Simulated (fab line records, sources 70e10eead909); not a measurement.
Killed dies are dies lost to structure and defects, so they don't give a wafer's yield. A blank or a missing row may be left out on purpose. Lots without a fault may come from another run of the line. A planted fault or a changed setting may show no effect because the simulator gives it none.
fab line records | flow nand_harc
record lots=7 wafers=21 last_day=24
route steps=1159 shown P_M2@328 END@1159
lots that met no fault: from a run of the same line without faults
start_h: hours from the record's first day to the start of the lot's first wafer shown | wait_h: hours since the lot's step before | " the same as in the row above | L1.1+2: a row that stands for several wafers | - no value, or no start given | * or withheld: withheld | < > ~ a bound
route shown NAME@n: a module of which the file shows steps, and the number in the route of the first | usual: mean/standard deviation of fault-free wafers | same: alike in all rows | chamber/n: place in a boat | sites: the reading at each site | _std_site: their standard deviation | _edge_site: outer sites' mean less inner sites' | radius_mm: how far each site lies from the wafer's centre | mask NAME#n: copy n | behind: the tool/chamber that last shaped the wafer | hold: why the lot was held/for how many hours/how that ended | device: the transistor (n, p or np) that didn't switch | end of line: the same wafers' tests at the end of the route | a step without rows: its recipe alone | killed: dies lost to structure and defects at the first sort, not the wafer's yield | map: a wafer's dies, x killed, . not, _ none there
set.NAME: the setting as run; set.NAME@STEP: as run at that earlier step | model.NAME: the simulator's own value behind a step, which no gauge read
lots at some steps of the route; a table a step, a row a wafer
services: from which hour (start_h, from the record's first day; less than 0 if before it) a tool's chamber was out of use, for how many hours, and why
## steps
# step NHARC_P_M2_CD_MEAS_09
# recipe target_cd_nm=170 landing_energy_ev=500
# usual cd_nm=169.7/0.88
# columns lot.wafer tool chamber start_h wait_h cd_nm
L115.1 cd_sem-02 0 124.30 - 169.8
L115.5 " 0 " " 171.3
L115.6 " 0 " " 170.4
L116.2 cd_sem-01 0 140.38 - 171.0
L116.5 " 0 " " 169.6
L116.6 " 0 " " 170.4
L122.1 cd_sem-02 0 172.18 - 170.1
L122.3 " 0 " " 170.7
L122.4 " 0 " " 171.3
L125.2 cd_sem-02 0 183.29 - 171.7
L125.3 " 0 " " 171.7
L125.4 " 0 " " 171.0
L126.1 cd_sem-02 0 183.69 - 168.5
L126.5 " 0 " " 168.9
L126.6 " 0 " " 170.4
L128.1 cd_sem-01 0 215.86 - 169.1
L128.5 " 0 " " 168.4
L128.6 " 0 " " 169.7
L135.2 cd_sem-03 0 246.28 - 169.8
L135.4 " 0 " " 168.0
L135.6 " 0 " " 168.8
# step NHARC_P_M2_OVL_MEAS_10
# recipe pitch_nm=340
# usual overlay_x_nm=-0.1/0.86 overlay_y_nm=-0.2/0.85
# columns lot.wafer tool chamber start_h wait_h overlay_x_nm overlay_y_nm
L115.1 overlay-01 - 124.39 - -0.9 0.4
L115.5 " - " " -0.9 0.7
L115.6 " - " " -0.7 0.3
L116.2 overlay-01 - 140.47 - -0.4 -0.5
L116.5 " - " " -0.8 0.0
L116.6 " - " " -0.6 -0.2
L122.1 overlay-01 - 172.27 - -0.6 -0.9
L122.3 " - " " -0.7 -0.5
L122.4 " - " " 0.0 -0.2
L125.2 overlay-02 - 183.38 - 0.9 0.2
L125.3 " - " " 0.6 0.4
L125.4 " - " " 1.1 0.2
L126.1 overlay-01 - 183.78 - 0.8 -0.3
L126.5 " - " " 0.9 -0.6
L126.6 " - " " 0.5 -0.6
L128.1 overlay-02 - 215.95 - 0.5 -1.5
L128.5 " - " " 0.8 -0.7
L128.6 " - " " 0.4 -0.8
L135.2 overlay-01 - 246.38 - 1.1 -0.3
L135.4 " - " " 1.2 0.2
L135.6 " - " " 1.7 0.4
# step NHARC_P_M2_INSPECT_11
# usual raw_defect_count=4.1/2.4
# columns lot.wafer tool chamber start_h wait_h raw_defect_count
L115.1 defect_inspect-01 - 124.43 0.0 6
L115.5 " - " " 7
L115.6 " - " " 4
L116.2 defect_inspect-02 - 140.50 0.0 5
L116.5 " - " " 7
L116.6 " - " " 7
L122.1 defect_inspect-02 - 172.31 0.0 3
L122.3 " - " " 4
L122.4 " - " " 5
L125.2 defect_inspect-01 - 183.42 0.0 3
L125.3 " - " " 4
L125.4 " - " " 6
L126.1 defect_inspect-02 - 183.81 0.0 7
L126.5 " - " " 3
L126.6 " - " " 4
L128.1 defect_inspect-01 - 215.99 0.0 4
L128.5 " - " " 8
L128.6 " - " " 0
L135.2 defect_inspect-02 - 246.42 0.0 9
L135.4 " - " " 5
L135.6 " - " " 3
# step NHARC_P_M2_DESCUM_14
# recipe time_s=3 o2_flow_sccm=200 ar_flow_sccm=0 bias_power_w=0 chemistry=O2
# step NHARC_P_M2_ETCH_35
# recipe target_depth_a=400 overetch_a=120 time_s=43.94 ion_energy_ev=200 n2_flow_sccm=150 h2_flow_sccm=150 ar_flow_sccm=0 rf_w=400 bias_w=150 chemistry=N2/H2
# usual drypump_motor_current_A=5.6/0.56 oes_product_au=1.002/0.013 rf_vpp_V=432/3.2 showerhead_plenum_p_Torr=2.09/0.11 throttle_valve_pct=14.171/0.0086
# columns lot.wafer tool chamber start_h wait_h drypump_motor_current_A oes_product_au rf_hours_counter_h rf_vpp_V showerhead_plenum_p_Torr throttle_valve_pct
L115.1 rie_diel-02 1 124.59 0.1 6.6 1.020 6 432 2.11 14.156
L115.6 " 3 " " 5.3 0.992 - 433 2.20 14.178
L115.5 " 0 " " 5.1 0.996 - 430 1.96 14.180
L116.2 rie_diel-02 0 140.67 0.1 5.1 1.006 6 428 1.96 14.169
L116.6 " 1 " " 6.6 1.014 - 433 2.11 14.166
L116.5 " 2 " " 5.7 1.011 - 437 2.21 14.163
L122.4 rie_diel-02 2 172.46 0.1 5.7 1.010 0 436 2.21 14.161
L122.3 " 3 " " 5.3 0.985 0 434 2.20 14.165
L122.1 " 0 " " 5.1 0.997 0 429 1.96 14.173
L125.4 rie_diel-02 1 183.56 0.1 6.6 1.008 1 432 2.11 14.170
L125.3 " 2 " " 5.7 1.014 1 436 2.21 14.172
L125.2 " 0 " " 5.0 0.987 1 430 1.96 14.175
L126.1 rie_diel-05 0 184.00 0.1 5.6 1.003 2 428 1.92 14.165
L126.5 " 3 " " 5.5 1.015 - 428 1.96 14.165
L126.6 " 0 " " 5.6 1.004 - 427 1.92 14.181
L128.1 rie_diel-02 2 216.14 0.1 5.7 1.021 1 435 2.21 14.162
L128.6 " 2 " " 5.7 1.012 - 436 2.21 14.184
L128.5 " 3 " " 5.3 0.984 - 435 2.20 14.160
L135.4 rie_diel-02 3 246.57 0.1 5.3 0.982 3 434 2.20 14.185
L135.2 " 0 " " 5.0 0.992 3 428 1.96 14.168
L135.6 " 2 " " 5.7 1.022 - 436 2.21 14.176
# step NHARC_P_M2_ETCH_15
# recipe target_depth_a=1825 time_s=91.2 c4f8_flow_sccm=withheld ar_flow_sccm=400 rf_w=600 bias_w=300 chemistry=C4F8/Ar
# step NHARC_P_M2_CD_MEAS_16
# usual cd_nm=169.6/1
# columns lot.wafer tool chamber start_h wait_h cd_nm
L115.1 cd_sem-03 - 124.80 - 170.2
L115.5 " - " " 171.6
L115.6 " - " " 169.9
L116.2 cd_sem-03 - 140.88 - 171.0
L116.5 " - " " 169.2
L116.6 " - " " 170.5
L122.1 cd_sem-02 - 172.67 - 168.6
L122.3 " - " " 171.9
L122.4 " - " " 171.5
L125.2 cd_sem-03 - 183.80 - 171.8
L125.3 " - " " 169.7
L125.4 " - " " 170.8
L126.1 cd_sem-02 - 184.21 - 168.6
L126.5 " - " " 169.9
L126.6 " - " " 169.7
L128.1 cd_sem-01 - 216.36 - 169.8
L128.5 " - " " 169.1
L128.6 " - " " 169.2
L135.2 cd_sem-03 - 246.79 - 169.8
L135.4 " - " " 169.0
L135.6 " - " " 169.7
# step NHARC_P_M2_STRIP_18
# recipe power_w=1000 n2_flow_sccm=150 h2_flow_sccm=150 ar_flow_sccm=0 bias_w=0 chemistry=N2/H2
# usual drypump_motor_current_A=5.7/0.53 oes_product_au=1.001/0.013 rf_vpp_V=90.9/1 showerhead_plenum_p_Torr=2.07/0.11 throttle_valve_pct=14.172/0.0088
# columns lot.wafer tool chamber start_h wait_h drypump_motor_current_A oes_product_au rf_hours_counter_h rf_vpp_V showerhead_plenum_p_Torr throttle_valve_pct
L115.1 rie_diel-02 2 124.95 0.2 5.6 1.012 5 92.5 2.21 14.178
L115.5 " 3 " " 5.3 0.998 - 91.8 2.20 14.171
L115.6 " 0 " " 5.1 1.018 - 90.1 1.96 14.173
L116.2 rie_diel-05 0 140.98 0.1 5.6 1.006 28 90.9 1.92 14.175
L116.5 " 3 " " 5.5 1.003 - 89.6 1.97 14.161
L116.6 " 0 " " 5.6 1.009 - 89.2 1.92 14.171
L122.3 rie_diel-02 1 172.76 0.1 6.6 0.995 0 91.0 2.11 14.170
L122.1 " 2 " " 5.7 1.009 0 92.8 2.21 14.173
L122.4 " 0 " " 5.1 0.985 0 89.4 1.96 14.163
L125.4 rie_diel-07 2 183.90 0.1 6.8 1.005 43 90.7 2.02 14.169
L125.2 " 3 " " 5.4 1.017 43 92.8 2.20 14.174
L125.3 " 0 " " 5.3 1.014 44 90.2 1.90 14.172
L126.1 rie_diel-02 2 184.29 0.1 5.7 1.015 1 90.0 2.21 14.164
L126.6 " 2 " " 5.7 1.023 - 90.7 2.21 14.167
L126.5 " 3 " " 5.3 0.983 - 91.4 2.20 14.177
L128.1 rie_diel-02 0 216.51 0.1 5.0 0.985 1 89.7 1.96 14.168
L128.6 " 1 " " 6.6 1.017 - 90.7 2.11 14.169
L128.5 " 2 " " 5.7 1.013 - 91.4 2.21 14.157
L135.4 rie_diel-02 0 246.86 0.1 5.1 0.982 3 89.2 1.96 14.157
L135.2 " 1 " " 6.6 1.004 3 89.8 2.11 14.160
L135.6 " 1 " " 6.6 0.997 - 90.5 2.11 14.174
# step NHARC_P_M2_ETCH_28
# recipe target_depth_a=300 over_etch_frac=0.3 time_s=72.99 ion_energy_ev=150 cf4_flow_sccm=50 n2_flow_sccm=100 ar_flow_sccm=150 rf_w=300 bias_w=100 chemistry=CF4/N2
# step NHARC_P_M2_STRIP_19
# recipe time_s=600 temp_c=30 chemistry=post_etch_residue_remover
# step NHARC_P_M2_DEGAS_29
# recipe temp_c=250 time_s=60
# usual heater_power_w=331/38
# columns lot.wafer tool chamber start_h wait_h heater_power_w
L115.1 pvd_sputter-02 - 125.53 - 327
L115.5 " - " " 321
L115.6 " - " " 410
L116.2 pvd_sputter-01 - 141.59 - 324
L116.5 " - " " 320
L116.6 " - " " 242
L122.4 pvd_sputter-02 - 173.40 - 298
L122.3 " - " " 328
L122.1 " - " " 409
L125.2 pvd_sputter-01 - 184.58 - 357
L125.4 " - " " 326
L125.3 " - " " 346
L126.1 pvd_sputter-03 - 184.96 - 329
L126.5 " - " " 323
L126.6 " - " " 381
L128.1 pvd_sputter-01 - 217.14 - 370
L128.5 " - " " 353
L128.6 " - " " 334
L135.4 pvd_sputter-03 - 247.50 - 327
L135.2 " - " " 308
L135.6 " - " " 323
# step NHARC_P_M2_PRE_CLEAN_30
# recipe time_s=30 temp_c=280 gas=H2/He
# usual heater_power_w=407/46
# columns lot.wafer tool chamber start_h wait_h heater_power_w
L115.1 pvd_sputter-02 - - - 510
L115.6 " - " " 389
L115.5 " - " " 365
L116.2 pvd_sputter-01 - - - 452
L116.5 " - " " 453
L116.6 " - " " 405
L122.4 pvd_sputter-02 - - - 384
L122.3 " - " " 361
L122.1 " - " " 388
L125.4 pvd_sputter-01 - - - 438
L125.2 " - " " 408
L125.3 " - " " 437
L126.1 pvd_sputter-03 - - - 480
L126.5 " - " " 381
L126.6 " - " " 402
L128.1 pvd_sputter-01 - - - 440
L128.6 " - " " 430
L128.5 " - " " 445
L135.4 pvd_sputter-03 - - - 379
L135.2 " - " " 401
L135.6 " - " " 380
# step NHARC_P_M2_PVD_20
# recipe target_thk_a=50 bias_v=168.6 power_w=15000 chamber_pressure_pa=0.12 time_s=8.06 substrate_temp_c=50 material=TaN
# usual throttle_valve_pct=30.4/0.97
# columns lot.wafer tool chamber start_h wait_h throttle_valve_pct
L115.1 pvd_sputter-02 - 125.65 - 28.5
L115.6 " - " " 28.8
L115.5 " - " " 32.1
L116.2 pvd_sputter-01 - 141.72 - 30.7
L116.5 " - " " 30.6
L116.6 " - " " 30.7
L122.3 pvd_sputter-02 - 173.51 - 29.8
L122.1 " - " " 28.6
L122.4 " - " " 32.3
L125.3 pvd_sputter-01 - 184.69 - 30.0
L125.4 " - " " 31.7
L125.2 " - " " 30.8
L126.1 pvd_sputter-03 - 185.06 - 30.7
L126.5 " - " " 30.5
L126.6 " - " " 30.8
L126.1 pvd_sputter-03 - 185.33 - 30.5
L126.5 " - " " 30.5
L126.6 " - " " 30.5
L128.1 pvd_sputter-01 - 217.27 - 30.7
L128.5 " - " " 30.3
L128.6 " - " " 31.5
L128.1 pvd_sputter-01 - 217.54 - 30.5
L128.5 " - " " 30.0
L128.6 " - " " 31.4
L135.4 pvd_sputter-03 - 247.64 - 30.4
L135.2 " - " " 30.7
L135.6 " - " " 30.2
L135.4 pvd_sputter-03 - 247.98 - 30.6
L135.2 " - " " 30.4
L135.6 " - " " 30.2
# step NHARC_P_M2_PVD_21
# recipe target_thk_a=300 chamber_pressure_pa=5 power_w=5000 substrate_temp_c=30 time_s=20.49 material=Cu
# usual throttle_valve_pct=30.4/0.98
# columns lot.wafer tool chamber start_h wait_h throttle_valve_pct
L115.1 pvd_sputter-02 - - - 28.5
L115.5 " - " " 29.5
L115.6 " - " " 29.0
L116.2 pvd_sputter-01 - - - 30.6
L116.6 " - " " 30.5
L116.5 " - " " 29.8
L122.1 pvd_sputter-02 - - - 28.5
L122.4 " - " " 29.0
L122.3 " - " " 32.3
L125.2 pvd_sputter-01 - - - 30.9
L125.4 " - " " 30.5
L125.3 " - " " 29.5
L126.1 pvd_sputter-03 - - - 30.5
L126.6 " - " " 30.5
L126.5 " - " " 30.3
L128.1 pvd_sputter-01 - - - 31.3
L128.5 " - " " 30.8
L128.6 " - " " 29.9
L135.4 pvd_sputter-03 - - - 30.3
L135.2 " - " " 32.1
L135.6 " - " " 30.4
# step NHARC_END_SORT_01
# recipe temp_c=25
# usual defect_limited_yield=95.4/1.8 killed_at_array=28/11 killed_at_other=0.7/0.88 killed_at_periphery=3.1/2.2 killed_dies=31/12 killed_open=3.3/2 killed_short=2.0/1.6 sort_bin_2_pct=1.5/0.73 sort_bin_3_pct=0.27/0.22 sort_bin_4_pct=2.9/1.1 sort_n_pass=646/12 sort_rim_yield_pct=93/3.9 sort_yield_pct=95.4/1.8
# same gross_dies=677 sort_bin_5_pct[%]=0 sort_bin_6_pct[%]=0 sort_bin_7_pct[%]=0 sort_bin_8_pct[%]=0 sort_rim_n_gross=106.00
# columns lot.wafer tool chamber start_h wait_h defect_limited_yield[%] killed_at_array killed_at_other killed_at_periphery killed_dies killed_open killed_short sort_bin_2_pct[%] sort_bin_3_pct[%] sort_bin_4_pct[%] sort_n_pass sort_rim_yield_pct[%] sort_yield_pct[%]
L115.1 prober-02 0 443.46 2.5 93.8 38 1 3 42 4 2 1.6 0.59 4.0 635 89 93.8
L115.5 prober-02 0 446.68 3.7 95.1 29 2 2 33 2 1 1.6 0.15 3.1 644 93 95.1
L115.6 prober-02 0 447.49 4.0 93.9 39 1 1 41 5 4 1.9 0.74 3.4 636 90 93.9
L126.1 prober-01 0 501.93 2.5 95.7 29 0 0 29 0 0 1.2 0.15 3.0 648 96 95.7
L126.5 prober-01 0 505.12 3.7 95.4 28 0 3 31 2 2 1.3 0.44 2.8 646 95 95.4
L126.6 prober-01 0 505.92 4.0 96.0 24 0 3 27 4 2 1.2 0 2.8 650 93 96.0
# killed by level:class
L115.1 A_STAIRCASE:chamber_film_flake=13 A_SLIT:chamber_film_flake=12 A_CHANNEL_HOLE_D1:chamber_film_flake=6 P_M0:geometric_particle:open=2 A_CONTACT:chamber_film_flake=2 A_ONON_D1:geometric_particle:short=1 A_CHANNEL_FILL_D1:geometric_particle:short=1 A_WL_FILL:geometric_particle:open=1
L115.5 A_CHANNEL_HOLE_D1:chamber_film_flake=9 A_SLIT:chamber_film_flake=9 A_STAIRCASE:chamber_film_flake=6 A_CHANNEL_FILL_D1:chamber_film_flake=2 THIN_TSV:chamber_film_flake=2 A_CHANNEL_HOLE_D1:geometric_particle:short=1 A_CONTACT:geometric_particle:open=1 A_M0:geometric_particle:open=1
L115.6 A_CHANNEL_HOLE_D1:chamber_film_flake=12 A_SLIT:chamber_film_flake=10 A_STAIRCASE:chamber_film_flake=7 A_ONON_D1:geometric_particle:short=2 P_GATE:geometric_particle:short=1 A_SOURCE_PLATE:geometric_particle:open=1 A_ONON_D1:geometric_particle:open=1 A_WL_FILL:geometric_particle:short=1
L126.1 A_SLIT:chamber_film_flake=13 A_STAIRCASE:chamber_film_flake=8 A_CHANNEL_HOLE_D1:chamber_film_flake=5 A_CONTACT:chamber_film_flake=2 A_CHANNEL_FILL_D1:chamber_film_flake=1
L126.5 A_SLIT:chamber_film_flake=15 A_STAIRCASE:chamber_film_flake=3 A_CONTACT:chamber_film_flake=3 A_CHANNEL_HOLE_D1:chamber_film_flake=2 A_WL_FILL:chamber_film_flake=2 P_CONTACT:geometric_particle:open=1 A_CHANNEL_FILL_D1:geometric_particle:short=1 A_CONTACT:geometric_particle:open=1
L126.6 A_SLIT:chamber_film_flake=8 A_CHANNEL_HOLE_D1:chamber_film_flake=4 A_STAIRCASE:chamber_film_flake=4 A_CONTACT:chamber_film_flake=3 P_CONTACT:geometric_particle:open=2 P_GATE:geometric_particle:short=1 A_ONON_D1:geometric_particle:open=1 A_SGD_CUT:geometric_particle:open=1
## services
# columns tool chamber start_h hours kind
pvd_sputter-03 - 102.04 10.0 pm
rie_diel-02 0 105.27 - clean
rie_diel-02 1 105.27 - clean
rie_diel-02 2 105.27 - clean
rie_diel-02 3 105.27 - clean
pvd_sputter-01 - 115.44 0.8 repair
rie_diel-05 3 119.35 19.2 repair
pvd_sputter-03 - 125.88 5.1 repair
rie_diel-02 0 129.77 - clean
rie_diel-07 1 135.03 6.1 repair
rie_diel-02 - 150.70 9.0 pm
pvd_sputter-01 - 158.01 10.0 pm
rie_diel-05 - 164.53 9.0 pm
rie_diel-07 - 176.05 0.4 repair
rie_diel-07 0 184.27 24.8 repair
rie_diel-07 2 184.34 8.4 repair
rie_diel-07 3 189.75 17.8 repair
rie_diel-05 3 193.54 2.9 repair
pvd_sputter-03 - 198.68 17.0 repair
pvd_sputter-02 - 214.00 10.0 pm
rie_diel-07 - 215.01 1.7 repair
rie_diel-02 - 220.32 0.4 repair
rie_diel-07 - 228.46 9.0 pm
pvd_sputter-02 - 229.81 2.5 repair
## key
first_sign step=NHARC_P_M2_PVD_20 reading=visit direction=added
effect none on later readings
met_at NHARC_P_M2_PVD_20
struck_wafers L126.1,L126.5,L126.6,L128.1,L128.5,L128.6,L135.2,L135.4,L135.6
fault kind=repeated_step_whole tool=pvd_sputter-01,pvd_sputter-02,pvd_sputter-03 chamber=- onset_h=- steps=NHARC_P_M2_PVD_20 times=1 scope=struck_lots_only
